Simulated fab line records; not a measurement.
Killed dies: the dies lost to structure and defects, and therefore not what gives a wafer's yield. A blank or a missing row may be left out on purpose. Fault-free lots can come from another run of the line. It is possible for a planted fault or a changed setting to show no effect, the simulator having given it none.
The tool behind it: which one? / flow n5_finfet / 10 lots with 29 wafers sampled at 3 steps, on a route of 1938 steps

== WHAT EACH GAUGE READ, for each wafer ==
N5_BEOL_M12_OVL_MEAS_11.
lot=L553; measured=day 11 03:59; on=overlay-02; V11_OVL (nm)=-3 -8 -4
lot=L556; measured=day 11 21:53; on=overlay-02; V11_OVL (nm)=3 3 -2
lot=L557; measured=day 11 22:33; on=overlay-01; V11_OVL (nm)=-13 -7 -11
lot=L559; measured=day 12 16:32; on=overlay-02; V11_OVL (nm)=4 -5 -9
lot=L566; measured=day 14 11:33; on=overlay-02; V11_OVL (nm)=-8 -13 -12
lot=L565; measured=day 14 12:34; on=overlay-02; V11_OVL (nm)=-7 -3 -15
lot=L570; measured=day 15 14:55; on=overlay-01; V11_OVL (nm)=-4 -3
lot=L572; measured=day 15 23:59; on=overlay-01; V11_OVL (nm)=-4 -6 2
lot=L575; measured=day 16 13:16; on=overlay-02; V11_OVL (nm)=-9 -9 -12
lot=L574; measured=day 16 13:55; on=overlay-02; V11_OVL (nm)=-4 -6 -1

== TOOL THAT RAN EACH LOT (tool first, then ch and the chambers of the sampled wafers, then the start) ==
lot=L553; N5_BEOL_M11_STRIP_36=rie_diel-06 ch 0,2,3, day 11 00:20; N5_BEOL_M12_COAT_04=litho_track-05 ch 0, day 11 03:34
lot=L556; N5_BEOL_M11_STRIP_36=rie_diel-03 ch 1,2,3, day 11 18:29; N5_BEOL_M12_COAT_04=litho_track-05 ch 0, day 11 21:35
lot=L557; N5_BEOL_M11_STRIP_36=rie_diel-06 ch 0,3, day 11 18:58; N5_BEOL_M12_COAT_04=litho_track-03 ch 0, day 11 22:15
lot=L559; N5_BEOL_M11_STRIP_36=rie_diel-06 ch 0,3, day 12 11:40; N5_BEOL_M12_COAT_04=litho_track-05 ch 0, day 12 16:07
lot=L566; N5_BEOL_M11_STRIP_36=rie_diel-03 ch 1,2, day 14 08:25; N5_BEOL_M12_COAT_04=litho_track-01 ch 0, day 14 11:13
lot=L565; N5_BEOL_M11_STRIP_36=rie_diel-06 ch 1,2,3, day 14 08:51; N5_BEOL_M12_COAT_04=litho_track-03 ch 0, day 14 12:09
lot=L570; N5_BEOL_M11_STRIP_36=rie_diel-03 ch 0,3, day 15 10:08; N5_BEOL_M12_COAT_04=litho_track-05 ch 0, day 15 14:37
lot=L572; N5_BEOL_M11_STRIP_36=rie_diel-02 ch 0,1, day 15 20:54; N5_BEOL_M12_COAT_04=litho_track-05 ch 0, day 15 23:34
lot=L575; N5_BEOL_M11_STRIP_36=rie_diel-02 ch 0,1,3, day 16 10:13; N5_BEOL_M12_COAT_04=litho_track-05 ch 0, day 16 12:58
lot=L574; N5_BEOL_M11_STRIP_36=rie_diel-03 ch 0,1,3, day 16 10:28; N5_BEOL_M12_COAT_04=litho_track-05 ch 0, day 16 13:29
- N5_BEOL_M11_STRIP_36: strips in N2/H2.
- N5_BEOL_M12_COAT_04: resist thk 400 nm.

== THE ANSWER, worked out from the rows above alone ==
Rule: the usual values come from the lots themselves. The widest of any qualifying gaps counts: lots, ordered by their means at a reading, are off when they make up no more than a third of the lots, leave a main group of 4 or more, and stand apart from it by 3 or more times the standard deviation of that group's means. A main group whose means are all the same, to the digits that the tables above print for the reading, isn't used. Also off: a lot with no number at a reading for which 4 or more lots have one. Where the step has rows for the other lots, those lots are counted as sound.
No lot is off on any of the readings shown, so nothing can be concluded from this.

== WHAT THE SIMULATOR PUT IN ==
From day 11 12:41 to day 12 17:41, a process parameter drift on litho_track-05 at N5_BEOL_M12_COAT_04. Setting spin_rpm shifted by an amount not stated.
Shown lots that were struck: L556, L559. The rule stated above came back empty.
